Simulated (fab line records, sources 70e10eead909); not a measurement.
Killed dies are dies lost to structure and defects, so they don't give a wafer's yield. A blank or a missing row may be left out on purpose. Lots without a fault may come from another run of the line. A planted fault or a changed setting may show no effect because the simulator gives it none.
fab line records | flow nand_harc
record lots=7 wafers=21 last_day=33
route steps=1302 shown P_CONTACT@218 END@1302
lots that met no fault: from a run of the same line without faults
start_h: hours from the record's first day to the start of the lot's first wafer shown | wait_h: hours since the lot's step before | " the same as in the row above | L1.1+2: a row that stands for several wafers | - no value, or no start given | * or withheld: withheld | < > ~ a bound
route shown NAME@n: a module of which the file shows steps, and the number in the route of the first | usual: mean/standard deviation of fault-free wafers | same: alike in all rows | chamber/n: place in a boat | sites: the reading at each site | _std_site: their standard deviation | _edge_site: outer sites' mean less inner sites' | radius_mm: how far each site lies from the wafer's centre | mask NAME#n: copy n | behind: the tool/chamber that last shaped the wafer | hold: why the lot was held/for how many hours/how that ended | device: the transistor (n, p or np) that didn't switch | end of line: the same wafers' tests at the end of the route | a step without rows: its recipe alone | killed: dies lost to structure and defects at the first sort, not the wafer's yield | map: a wafer's dies, x killed, . not, _ none there
set.NAME: the setting as run; set.NAME@STEP: as run at that earlier step | model.NAME: the simulator's own value behind a step, which no gauge read
lots at some steps of the route; a table a step, a row a wafer
services: from which hour (start_h, from the record's first day; less than 0 if before it) a tool's chamber was out of use, for how many hours, and why
## steps
# step NHARC_P_CONTACT_DEP_00
# recipe target_thk_a=5000 temp_c=400 pressure_torr=6.5 rf_w=900 teos_flow_sccm=161.4 flow_sccm=2650 target_thk_nm=500 gas=O2 material=SiO2
# usual chamber_pressure_Torr=6.501/0.015 heater_power_w=567/110 throttle_valve_pct=16.0/0.5
# columns lot.wafer tool chamber start_h wait_h chamber_pressure_Torr heater_power_w throttle_valve_pct
L846.2 pecvd-01 2 - - 6.491 629 16.6
L846.4 " 2 " " 6.500 472 16.2
L846.6 " 1 " " 6.503 494 16.0
L847.1 pecvd-01 2 - - 6.514 613 16.4
L847.6 " 0 " " 6.483 646 15.3
L847.4 " 1 " " 6.501 493 15.8
L848.3 pecvd-01 2 - - 6.493 615 16.5
L848.5 " 1 " " 6.525 535 15.8
L848.6 " 2 " " 6.496 627 16.4
L856.2 pecvd-01 1 - - 6.514 469 16.5
L856.5 " 2 " " 6.520 542 16.4
L856.4 " 1 " " 6.504 508 16.4
L855.2 pecvd-03 2 - - 6.487 352 16.4
L855.3 " 0 " " 6.514 574 15.5
L855.6 " 0 " " 6.525 437 15.3
L859.2 pecvd-03 1 - - 6.511 595 16.6
L859.1 " 2 " " 6.494 445 16.3
L859.4 " 2 " " 6.505 465 16.5
L863.2 pecvd-01 0 - - 6.478 825 15.1
L863.5 " 1 " " 6.481 510 15.8
L863.4 " 0 " " 6.475 847 15.0
# step NHARC_P_CONTACT_CMP_01
# recipe target_thk_nm=200 material=SiO2
# usual motor_current_A=11.9/1.8
# columns lot.wafer tool chamber start_h wait_h motor_current_A
L846.4 cmp-04 3 178.86 - 10.3
L846.2 " 2 " " 9.9
L846.6 " 3 " " 10.4
L847.4 cmp-03 0 186.55 - 13.9
L847.1 " 1 " " 12.0
L847.6 " 3 " " 11.2
L848.3 cmp-01 2 193.69 - 10.6
L848.6 " 0 " " 17.0
L848.5 " 1 " " 11.2
L856.4 cmp-04 1 271.56 - 11.6
L856.2 " 0 " " 14.2
L856.5 " 2 " " 9.9
L855.3 cmp-03 1 272.54 - 11.2
L855.2 " 2 " " 9.7
L855.6 " 3 " " 11.4
L859.1 cmp-01 2 303.15 - 10.0
L859.2 " 3 " " 11.5
L859.4 " 1 " " 11.0
L863.4 cmp-04 2 343.96 - 10.8
L863.2 " 0 " " 13.9
L863.5 " 2 " " 10.5
# step NHARC_P_CONTACT_SRD_03
# step NHARC_P_CONTACT_DEHYDRATE_04
# recipe temp_c=150 time_s=120
# step NHARC_P_CONTACT_HMDS_05
# recipe time_s=30
# step NHARC_P_CONTACT_COAT_33
# recipe temp_c=260 time_s=75
# step NHARC_P_CONTACT_COAT_34
# recipe temp_c=225 time_s=65
# step NHARC_P_CONTACT_COAT_06
# recipe spin_rpm=1500 resist_thk_nm=90
# step NHARC_P_CONTACT_SOFTBAKE_07
# recipe temp_c=105 time_s=55
# step NHARC_P_CONTACT_EBR_08
# step NHARC_P_CONTACT_EXPOSE_09
# recipe na=1.35 target_cd_nm=90 dose_mj=81.26 mask_id=P_CA
# step NHARC_P_CONTACT_PEB_10
# recipe peb_temp_c=100 peb_time_s=65
# usual heater_power_total_W=156.6/0.41 plate_temp_C=99.99/0.13
# columns lot.wafer tool chamber start_h wait_h heater_power_total_W plate_temp_C
L846.2 litho_track-01 0 179.48 0.1 158.7 100.96
L846.4 " 0 " " 157.9 100.85
L846.6 " 0 " " 157.6 101.03
L847.1 litho_track-01 0 187.24 0.1 158.3 100.70
L847.4 " 0 " " 157.8 100.55
L847.6 " 0 " " 158.5 100.78
L848.3 litho_track-01 0 194.40 0.0 158.7 100.91
L848.5 " 0 " " 158.0 100.78
L848.6 " 0 " " 158.4 100.63
L856.2 litho_track-06 0 272.31 0.1 156.4 100.05
L856.4 " 0 " " 156.1 100.11
L856.5 " 0 " " 156.5 99.80
L855.2 litho_track-01 0 273.24 0.1 156.5 100.01
L855.3 " 0 " " 157.1 99.88
L855.6 " 0 " " 156.4 99.99
L859.1 litho_track-01 0 303.77 0.1 156.1 99.78
L859.2 " 0 " " 156.3 99.75
L859.4 " 0 " " 156.5 99.79
L863.2 litho_track-01 0 344.58 0.1 156.8 99.87
L863.4 " 0 " " 156.5 100.11
L863.5 " 0 " " 156.5 99.99
# step NHARC_P_CONTACT_DEVELOP_11
# recipe develop_time_s=35 dev_temp_c=23
# step NHARC_P_CONTACT_CD_MEAS_12
# recipe target_cd_nm=90 landing_energy_ev=500
# usual cd_nm=90.3/0.63
# columns lot.wafer tool chamber start_h wait_h cd_nm
L846.2 cd_sem-01 0 179.56 - 93.9
L846.4 " 0 " " 93.9
L846.6 " 0 " " 92.7
L847.1 cd_sem-01 0 187.32 - 92.8
L847.4 " 0 " " 93.6
L847.6 " 0 " " 93.4
L848.3 cd_sem-03 0 194.48 - 92.2
L848.5 " 0 " " 91.3
L848.6 " 0 " " 91.7
L856.2 cd_sem-01 0 272.39 - 90.2
L856.4 " 0 " " 91.1
L856.5 " 0 " " 89.9
L855.2 cd_sem-01 0 273.32 - 90.1
L855.3 " 0 " " 90.7
L855.6 " 0 " " 90.2
L859.1 cd_sem-01 0 303.85 - 90.7
L859.2 " 0 " " 90.5
L859.4 " 0 " " 89.8
L863.2 cd_sem-03 0 344.66 - 90.7
L863.4 " 0 " " 90.2
L863.5 " 0 " " 90.3
# step NHARC_P_CONTACT_OVL_MEAS_13
# usual overlay_x_nm=0.0/0.74 overlay_y_nm=-0.1/0.95
# columns lot.wafer tool chamber start_h wait_h overlay_x_nm overlay_y_nm
L846.2 overlay-01 - 179.65 - -0.1 1.5
L846.4 " - " " 0.0 0.9
L846.6 " - " " -0.1 0.9
L847.1 overlay-02 - 187.41 - 0.7 -0.1
L847.4 " - " " 0.5 -0.6
L847.6 " - " " 0.2 -0.8
L848.3 overlay-01 - 194.56 - -1.1 -1.3
L848.5 " - " " -1.0 -1.0
L848.6 " - " " -1.3 -1.7
L856.2 overlay-01 - 272.48 - 0.9 -0.2
L856.4 " - " " 0.7 0.0
L856.5 " - " " -0.2 -0.1
L855.2 overlay-01 - 273.41 - 0.4 0.5
L855.3 " - " " 0.6 -0.2
L855.6 " - " " 0.3 0.7
L859.1 overlay-01 - 303.94 - -0.4 -0.5
L859.2 " - " " -0.1 -1.0
L859.4 " - " " -0.4 -1.3
L863.2 overlay-01 - 344.75 - 1.3 0.9
L863.4 " - " " 1.8 1.1
L863.5 " - " " 2.0 1.3
# step NHARC_P_CONTACT_INSPECT_14
# usual raw_defect_count=3.9/2.1
# columns lot.wafer tool chamber start_h wait_h raw_defect_count
L846.2 defect_inspect-01 - 179.69 0.0 3
L846.4 " - " " 3
L846.6 " - " " 6
L847.1 defect_inspect-01 - 187.45 0.0 4
L847.4 " - " " 6
L847.6 " - " " 5
L848.3 defect_inspect-01 - 194.60 0.0 7
L848.5 " - " " 1
L848.6 " - " " 4
L856.2 defect_inspect-01 - 272.51 0.0 5
L856.4 " - " " 3
L856.5 " - " " 3
L855.2 defect_inspect-01 - 273.44 0.0 6
L855.3 " - " " 4
L855.6 " - " " 7
L859.1 defect_inspect-02 - 303.98 0.0 5
L859.2 " - " " 2
L859.4 " - " " 4
L863.2 defect_inspect-02 - 344.79 0.0 2
L863.4 " - " " 5
L863.5 " - " " 4
# step NHARC_P_CONTACT_DESCUM_17
# recipe time_s=3 o2_flow_sccm=200 ar_flow_sccm=0 bias_power_w=0 chemistry=O2
# usual drypump_motor_current_A=5.8/0.49 oes_product_au=0.998/0.011 rf_vpp_V=58.1/0.89 showerhead_plenum_p_Torr=1.98/0.064 throttle_valve_pct=11.312/0.009
# columns lot.wafer tool chamber start_h wait_h drypump_motor_current_A oes_product_au rf_hours_counter_h rf_vpp_V showerhead_plenum_p_Torr throttle_valve_pct model.P_CONTACT.cd_nm
L846.2 rie_diel-08 1 179.77 0.1 6.5 1.008 4.7 58.3 1.94 11.305 93.37
L846.6 " 2 " " 6.1 1.022 - 57.0 2.03 11.311 93.24
L846.4 " 0 " " 6.0 1.005 - 57.5 1.97 11.296 93.49
L847.1 rie_diel-03 3 187.51 0.1 6.0 1.002 4.3 58.2 2.00 11.334 91.92
L847.4 " 1 " " 5.8 1.008 4.0 58.2 2.03 11.312 93.38
L847.6 " 0 " " 5.0 0.999 - 58.9 2.05 11.315 93.27
L848.3 rie_diel-03 1 194.66 0.1 5.9 1.004 5.0 59.8 2.03 11.326 91.75
L848.6 " 1 " " 5.9 1.003 - 57.8 2.03 11.328 91.8
L848.5 " 2 " " 5.4 1.026 - 55.5 1.81 11.310 91.56
L856.2 rie_diel-08 3 272.59 0.1 4.9 0.991 1.9 57.7 1.91 11.313 90.21
L856.4 " 0 " " 6.1 1.005 2.2 58.3 1.97 11.315 90.93
L856.5 " 2 " " 6.1 1.004 - 59.4 2.03 11.318 88.69
L855.2 rie_diel-03 2 273.50 0.1 5.3 1.008 8.3 56.8 1.81 11.307 89.57
L855.3 " 1 " " 5.8 1.009 7.7 59.6 2.03 11.322 89.79
L855.6 " 3 " " 6.0 0.993 - 58.3 2.00 11.309 88.78
L859.4 rie_diel-08 3 304.04 0.1 4.9 0.980 3.0 58.3 1.91 11.316 89.69
L859.1 " 0 " " 6.1 0.995 3.2 57.3 1.97 11.311 89.94
L859.2 " 2 " " 6.1 1.003 2.5 57.6 2.03 11.329 89.15
L863.4 rie_diel-08 3 344.85 0.1 4.9 0.990 4.6 59.4 1.91 11.301 90.23
L863.2 " 0 " " 6.1 0.989 4.8 57.6 1.97 11.303 90.14
L863.5 " 0 " " 6.1 0.981 - 57.2 1.97 11.309 90.11
# step NHARC_P_CONTACT_ETCH_35
# recipe target_depth_a=390 over_etch_frac=0.3 time_s=65 ion_energy_ev=80 cf4_flow_sccm=150 ar_flow_sccm=0 rf_w=300 bias_w=100 chemistry=CF4
# usual drypump_motor_current_A=5.8/0.5 oes_product_au=0.997/0.01 rf_vpp_V=151.9/1 showerhead_plenum_p_Torr=1.82/0.055 throttle_valve_pct=13.284/0.0094
# columns lot.wafer tool chamber start_h wait_h drypump_motor_current_A oes_product_au rf_hours_counter_h rf_vpp_V showerhead_plenum_p_Torr throttle_valve_pct
L846.2 rie_diel-08 0 179.86 0.1 6.1 0.999 5.0 150.4 1.82 13.290
L846.4 " 2 " " 6.1 1.003 - 153.5 1.87 13.280
L846.6 " 0 " " 6.1 0.989 - 151.9 1.82 13.300
L847.1 rie_diel-03 0 187.59 0.1 5.0 1.008 4.5 152.8 1.89 13.288
L847.4 " 1 " " 5.9 1.000 4.0 154.0 1.87 13.279
L847.6 " 0 " " 5.0 1.002 - 152.3 1.89 13.290
L848.3 rie_diel-03 1 194.74 0.1 5.8 0.998 5.0 153.0 1.87 13.271
L848.6 " 1 " " 5.8 0.995 - 152.7 1.87 13.294
L848.5 " 2 " " 5.4 0.998 - 151.1 1.68 13.269
L856.4 rie_diel-08 1 272.67 0.1 6.5 1.014 2.0 150.8 1.79 13.302
L856.2 " 3 " " 4.9 0.992 2.0 152.9 1.76 13.274
L856.5 " 1 " " 6.5 1.013 - 151.3 1.79 13.296
L855.2 rie_diel-03 0 273.59 0.1 5.0 1.006 8.3 153.2 1.88 13.273
L855.3 " 2 " " 5.4 1.007 8.3 151.8 1.68 13.285
L855.6 " 3 " " 5.9 1.003 - 153.5 1.84 13.282
L859.1 rie_diel-08 2 304.12 0.1 6.0 1.010 2.5 153.7 1.87 13.273
L859.2 " 0 " " 6.1 0.987 3.2 151.2 1.82 13.280
L859.4 " 1 " " 6.5 1.006 2.8 149.9 1.79 13.282
L863.2 rie_diel-08 2 344.93 0.1 6.1 1.004 4.3 151.0 1.87 13.286
L863.4 " 0 " " 6.0 1.000 4.8 153.7 1.82 13.293
L863.5 " 3 " " 4.9 0.993 - 150.4 1.76 13.300
# step NHARC_P_CONTACT_ETCH_36
# recipe target_depth_a=2600 over_etch_frac=0.25 time_s=406.25 ion_energy_ev=200 n2_flow_sccm=150 h2_flow_sccm=150 ar_flow_sccm=0 rf_w=400 bias_w=150 chemistry=N2/H2
# usual drypump_motor_current_A=5.8/0.49 oes_product_au=0.997/0.0091 rf_vpp_V=432.2/2.1 showerhead_plenum_p_Torr=2.11/0.07 throttle_valve_pct=14.173/0.0096
# columns lot.wafer tool chamber start_h wait_h drypump_motor_current_A oes_product_au rf_hours_counter_h rf_vpp_V showerhead_plenum_p_Torr throttle_valve_pct
L846.2 rie_diel-08 1 - - 6.5 1.010 4.7 431.4 2.07 14.172
L846.4 " 1 " " 6.5 1.008 - 430.9 2.07 14.163
L846.6 " 2 " " 6.1 1.014 - 435.8 2.17 14.167
L847.1 rie_diel-03 3 - - 6.0 0.989 4.4 432.5 2.14 14.171
L847.4 " 1 " " 5.8 0.993 4.1 434.7 2.17 14.180
L847.6 " 2 " " 5.3 1.007 - 427.3 1.93 14.167
L848.3 rie_diel-03 0 - - 5.0 0.996 5.3 435.9 2.19 14.165
L848.6 " 1 " " 5.9 0.994 - 434.1 2.17 14.180
L848.5 " 2 " " 5.4 1.006 - 427.3 1.93 14.187
L856.4 rie_diel-08 3 - - 4.9 0.989 2.0 432.7 2.03 14.179
L856.2 " 2 " " 6.0 1.002 1.7 435.0 2.17 14.177
L856.5 " 0 " " 6.1 0.992 - 431.9 2.10 14.175
L855.2 rie_diel-03 2 - - 5.4 1.000 8.4 426.5 1.93 14.172
L855.3 " 3 " " 5.9 0.998 8.3 433.7 2.14 14.170
L855.6 " 2 " " 5.4 1.001 - 427.8 1.93 14.166
L859.1 rie_diel-08 1 - - 6.5 1.014 2.9 430.9 2.07 14.172
L859.2 " 2 " " 6.1 1.000 2.6 432.8 2.17 14.190
L859.4 " 3 " " 4.9 0.985 3.0 429.9 2.03 14.181
L863.2 rie_diel-08 1 - - 6.5 1.005 4.6 430.2 2.07 14.183
L863.4 " 2 " " 6.1 1.023 4.4 433.0 2.17 14.171
L863.5 " 1 " " 6.5 1.008 - 432.1 2.07 14.163
# step NHARC_P_CONTACT_ETCH_18
# recipe target_depth_a=4810 time_s=240.5 c4f8_flow_sccm=20 o2_flow_sccm=10 ar_flow_sccm=withheld rf_w=600 bias_w=1500 chemistry=C4F8/O2/Ar
# usual oes_product_au=0.954/0.02 rf_vpp_V=982/4.5
# columns lot.wafer tool chamber start_h wait_h oes_product_au rf_hours_counter_h rf_vpp_V
L846.2 rie_diel-08 2 - - 0.968 5.0 985
L846.4 " 3 " " 0.912 4.5 977
L846.6 " 3 " " 0.919 - 978
L847.4 rie_diel-03 3 - - 0.907 4.6 985
L847.1 " 0 " " 0.928 4.7 986
L847.6 " 3 " " 0.913 - 985
L848.3 rie_diel-03 1 - - 0.978 5.3 986
L848.5 " 2 " " 0.984 - 969
L848.6 " 3 " " 0.982 - 984
L856.2 rie_diel-08 2 - - 0.927 1.8 986
L856.4 " 0 " " 0.927 2.5 982
L856.5 " 3 " " 0.917 - 977
L855.3 rie_diel-03 3 - - 0.948 8.5 983
L855.2 " 0 " " 0.974 8.5 986
L855.6 " 2 " " 0.979 - 972
L859.1 rie_diel-08 1 - - 0.932 3.1 980
L859.2 " 3 " " 0.909 3.1 979
L859.4 " 0 " " 0.923 3.3 981
L863.2 rie_diel-08 2 - - 0.988 4.5 986
L863.4 " 1 " " 0.979 4.8 980
L863.5 " 3 " " 0.951 - 977
# step NHARC_P_CONTACT_STRIP_37
# recipe c4f8_flow_sccm=withheld o2_flow_sccm=8 ar_flow_sccm=withheld bias_w=0 chemistry=C4F8/O2/Ar
# step NHARC_P_CONTACT_ETCH_31
# recipe target_depth_a=300 time_s=85.7 ion_energy_ev=120 over_etch_frac=1 ch3f_flow_sccm=50 o2_flow_sccm=30 ar_flow_sccm=200 rf_w=500 bias_w=100 chemistry=CH3F/O2
# usual drypump_motor_current_A=5.8/0.51 oes_product_au=0.973/0.014 rf_vpp_V=245.3/1.3 showerhead_plenum_p_Torr=2.53/0.078 throttle_valve_pct=20.664/0.0088
# columns lot.wafer tool chamber start_h wait_h drypump_motor_current_A oes_product_au rf_hours_counter_h rf_vpp_V showerhead_plenum_p_Torr throttle_valve_pct model.P_CONTACT.cd_nm
L846.2 rie_diel-08 2 - - 6.0 0.985 5.1 246.6 2.60 20.659 88.86
L846.4 " 0 " " 6.1 0.980 5.3 245.6 2.53 20.653 90.77
L846.6 " 3 " " 4.9 0.963 - 244.7 2.45 20.675 90.85
L847.1 rie_diel-03 0 - - 5.0 0.945 4.7 246.7 2.63 20.658 90.12
L847.4 " 1 " " 5.9 0.944 4.2 247.7 2.60 20.672 94.77
L847.6 " 0 " " 5.0 0.944 - 245.7 2.63 20.659 92.44
L848.3 rie_diel-03 0 - - 5.0 0.984 5.5 246.4 2.63 20.662 91.82
L848.6 " 1 " " 5.8 0.986 - 245.3 2.60 20.663 93.55
L848.5 " 2 " " 5.4 0.995 - 242.3 2.33 20.668 91.51
L856.2 rie_diel-08 1 - - 6.5 0.965 2.2 244.9 2.50 20.663 87.39
L856.4 " 0 " " 6.0 0.943 2.6 245.2 2.53 20.663 90.72
L856.5 " 1 " " 6.5 0.963 - 244.8 2.50 20.664 86.81
L855.3 rie_diel-03 3 - - 6.0 0.977 8.6 245.5 2.57 20.667 86.67
L855.2 " 2 " " 5.4 0.985 8.7 242.8 2.33 20.664 88.33
L855.6 " 3 " " 6.0 0.978 - 245.6 2.57 20.683 88.15
L859.2 rie_diel-08 2 - - 6.0 0.967 2.9 245.7 2.60 20.650 87.62
L859.1 " 3 " " 4.9 0.931 3.2 245.5 2.45 20.655 88.49
L859.4 " 0 " " 6.0 0.947 3.4 244.4 2.53 20.654 89.82
L863.2 rie_diel-08 2 - - 6.0 0.998 4.6 246.4 2.60 20.655 89.63
L863.4 " 0 " " 6.1 0.975 5.2 246.0 2.53 20.651 87.74
L863.5 " 3 " " 4.9 0.967 - 242.8 2.45 20.664 89.35
# step NHARC_P_CONTACT_CD_MEAS_19
# usual cd_nm=89.3/1.6
# columns lot.wafer tool chamber start_h wait_h cd_nm
L846.2 cd_sem-03 - 180.71 - 88.6
L846.4 " - " " 90.5
L846.6 " - " " 91.0
L847.1 cd_sem-02 - 188.38 - 90.1
L847.4 " - " " 95.3
L847.6 " - " " 92.3
L848.3 cd_sem-02 - 195.53 - 91.5
L848.5 " - " " 91.5
L848.6 " - " " 93.6
L856.2 cd_sem-02 - 273.82 - 87.2
L856.4 " - " " 90.6
L856.5 " - " " 86.5
L855.2 cd_sem-03 - 274.37 - 88.6
L855.3 " - " " 86.5
L855.6 " - " " 88.1
L859.1 cd_sem-01 - 304.91 - 88.2
L859.2 " - " " 87.8
L859.4 " - " " 90.2
L863.2 cd_sem-02 - 345.72 - 89.7
L863.4 " - " " 87.8
L863.5 " - " " 89.5
# step NHARC_END_SORT_01
# recipe temp_c=25
# usual killed_at_array=55/22 killed_at_other=1.1/1.4 killed_at_periphery=4/3.2 killed_dies=59/22 killed_open=3.3/1.8 killed_short=2.5/1.5
# same gross_dies=677
# columns lot.wafer tool chamber start_h wait_h killed_at_array killed_at_other killed_at_periphery killed_dies killed_open killed_short
L846.2 prober-01 0 646.77 2.8 65 0 1 66 0 2
L846.4 prober-01 0 648.37 3.4 84 0 0 84 3 5
L846.6 prober-01 0 649.98 4.0 71 0 2 73 3 2
L848.3 prober-01 0 655.34 3.1 78 2 3 83 2 4
L848.5 prober-01 0 656.92 3.6 67 3 2 72 2 3
L848.6 prober-01 0 657.70 3.9 42 2 3 47 3 2
L859.1 prober-02 0 743.25 2.5 78 0 0 78 3 1
L859.2 prober-02 0 744.04 2.8 70 2 2 74 3 2
L859.4 prober-02 0 745.64 3.4 79 0 2 81 2 1
# killed by level:class
L846.2 A_SLIT:chamber_film_flake=27 A_CHANNEL_HOLE_D2:chamber_film_flake=15 A_CHANNEL_HOLE_D1:chamber_film_flake=7 A_ZERO_WELL:chamber_film_flake=3 A_CHANNEL_FILL_D1:chamber_film_flake=3 A_WL_FILL:chamber_film_flake=3 A_STAIRCASE:chamber_film_flake=2 A_CONTACT:chamber_film_flake=2
L846.4 A_CHANNEL_HOLE_D2:chamber_film_flake=33 A_SLIT:chamber_film_flake=28 A_CHANNEL_HOLE_D1:chamber_film_flake=6 A_WL_FILL:chamber_film_flake=4 A_ONON_D1:geometric_particle:open=2 A_ZERO_WELL:chamber_film_flake=2 A_CHANNEL_HOLE_D1:geometric_particle:short=1 A_CHANNEL_FILL_D1:geometric_particle:short=1
L846.6 A_SLIT:chamber_film_flake=34 A_CHANNEL_HOLE_D2:chamber_film_flake=14 A_WL_FILL:chamber_film_flake=5 A_STAIRCASE:chamber_film_flake=4 A_CONTACT:chamber_film_flake=4 A_ZERO_WELL:chamber_film_flake=3 A_CHANNEL_HOLE_D1:chamber_film_flake=2 P_M0:geometric_particle:open=1
L848.3 A_CHANNEL_HOLE_D1:chamber_film_flake=40 A_CHANNEL_HOLE_D2:chamber_film_flake=15 A_STAIRCASE:chamber_film_flake=8 A_SLIT:chamber_film_flake=2 P_STI:chamber_film_flake=2 A_CONTACT:chamber_film_flake=2 A_M1:chamber_film_flake=2 THIN_TSV:chamber_film_flake=2
L848.5 A_CHANNEL_HOLE_D1:chamber_film_flake=40 A_CHANNEL_HOLE_D2:chamber_film_flake=15 A_STAIRCASE:chamber_film_flake=5 THIN_TSV:chamber_film_flake=3 A_CHANNEL_FILL_D2:geometric_particle:short=2 P_CONTACT:geometric_particle:open=1 A_ONON_D2:geometric_particle:short=1 A_M0:geometric_particle:open=1
L848.6 A_CHANNEL_HOLE_D1:chamber_film_flake=14 A_CHANNEL_HOLE_D2:chamber_film_flake=13 A_STAIRCASE:chamber_film_flake=7 A_CONTACT:chamber_film_flake=2 THIN_TSV:chamber_film_flake=2 P_M0:geometric_particle:open=1 A_DECK1_JOINT:geometric_particle:short=1 A_ONON_D2:geometric_particle:open=1
L859.1 A_SLIT:chamber_film_flake=33 A_CHANNEL_HOLE_D2:chamber_film_flake=26 A_CHANNEL_HOLE_D1:chamber_film_flake=8 A_CONTACT:chamber_film_flake=4 A_DECK1_JOINT:chamber_film_flake=2 A_ONON_D1:geometric_particle:open=1 A_CHANNEL_FILL_D2:geometric_particle:open=1 A_BLC:geometric_particle:short=1
L859.2 A_SLIT:chamber_film_flake=34 A_CHANNEL_HOLE_D2:chamber_film_flake=14 A_CHANNEL_HOLE_D1:chamber_film_flake=10 A_DECK1_JOINT:chamber_film_flake=3 A_CONTACT:chamber_film_flake=3 THIN_TSV:chamber_film_flake=2 P_CONTACT:geometric_particle:open=1 A_CHANNEL_HOLE_D1:geometric_particle:short=1
L859.4 A_CHANNEL_HOLE_D2:chamber_film_flake=34 A_SLIT:chamber_film_flake=29 A_CHANNEL_HOLE_D1:chamber_film_flake=9 A_WL_FILL:chamber_film_flake=2 P_CONTACT:geometric_particle:open=1 A_DECK1_JOINT:geometric_particle:short=1 A_SGD_CUT:geometric_particle:open=1 P_STI:chamber_film_flake=1
## services
# columns tool chamber start_h hours kind
litho_track-01 - 155.00 7.0 pm
cmp-03 - 164.55 4.0 pm
pecvd-03 - 165.31 0.4 repair
pecvd-01 2 168.92 3.8 repair
rie_diel-08 3 173.48 6.5 repair
cmp-04 - 177.50 1.0 repair
pecvd-03 - 185.20 13.0 pm
cmp-01 - 187.68 4.0 pm
rie_diel-08 - 190.80 9.0 pm
cmp-04 - 210.72 4.0 pm
pecvd-03 2 233.96 4.2 repair
cmp-01 - 234.88 0.9 repair
cmp-04 - 260.77 10.2 repair
rie_diel-08 2 261.13 2.6 repair
cmp-03 - 262.55 4.0 pm
cmp-01 - 266.81 0.5 repair
pecvd-01 - 271.93 0.9 repair
cmp-01 - 273.43 3.3 repair
rie_diel-03 - 281.30 9.0 pm
cmp-04 - 287.21 9.7 repair
cmp-04 - 308.72 4.0 pm
pecvd-01 - 311.80 13.0 pm
litho_track-01 - 330.00 7.0 pm
rie_diel-03 0 339.03 10.0 repair
## key
first_sign step=NHARC_P_CONTACT_PEB_10 reading=plate_temp_C direction=up sigmas=6.3 usual=* struck=*
effect step=NHARC_P_CONTACT_PEB_10 reading=heater_power_total_W direction=up sigmas=4 usual=* struck=*
effect step=NHARC_P_CONTACT_CD_MEAS_12 reading=cd_nm direction=up sigmas=4.1 usual=90.3 struck=92.8 through=control_loop
effect step=NHARC_P_CONTACT_CD_MEAS_19 reading=cd_nm direction=up sigmas=1.5 usual=89.3 struck=91.6 through=control_loop
model_effect step=NHARC_P_CONTACT_DESCUM_17 value=P_CONTACT.cd_nm without=90.15 struck=92.64
model_effect step=NHARC_P_CONTACT_ETCH_31 value=P_CONTACT.cd_nm without=89.14 struck=91.63
met_at NHARC_P_CONTACT_PEB_10
struck_wafers L846.2,L846.4,L846.6,L847.1,L847.4,L847.6,L848.3,L848.5,L848.6
tester_left_out L846,L847,L848
loop_trim step=NHARC_P_CONTACT_EXPOSE_09 setting=dose lots=L848
fault kind=process_parameter_drift tool=litho_track-01 chamber=- onset_h=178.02 steps=NHARC_P_CONTACT_PEB_10 channel=peb_temp_c offset=* shape=step end_h=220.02 acts_in=* stated=*
# tester_left_out: of these lots the tester's yield and bins aren't shown, on N5 and GAA mostly nor the transistor test; their killed dies are dies lost to structure and defects alone, not to doping, threshold or leakage, so they don't give the yield
# loop_trim: a control loop set the setting to another value than it would have without faults
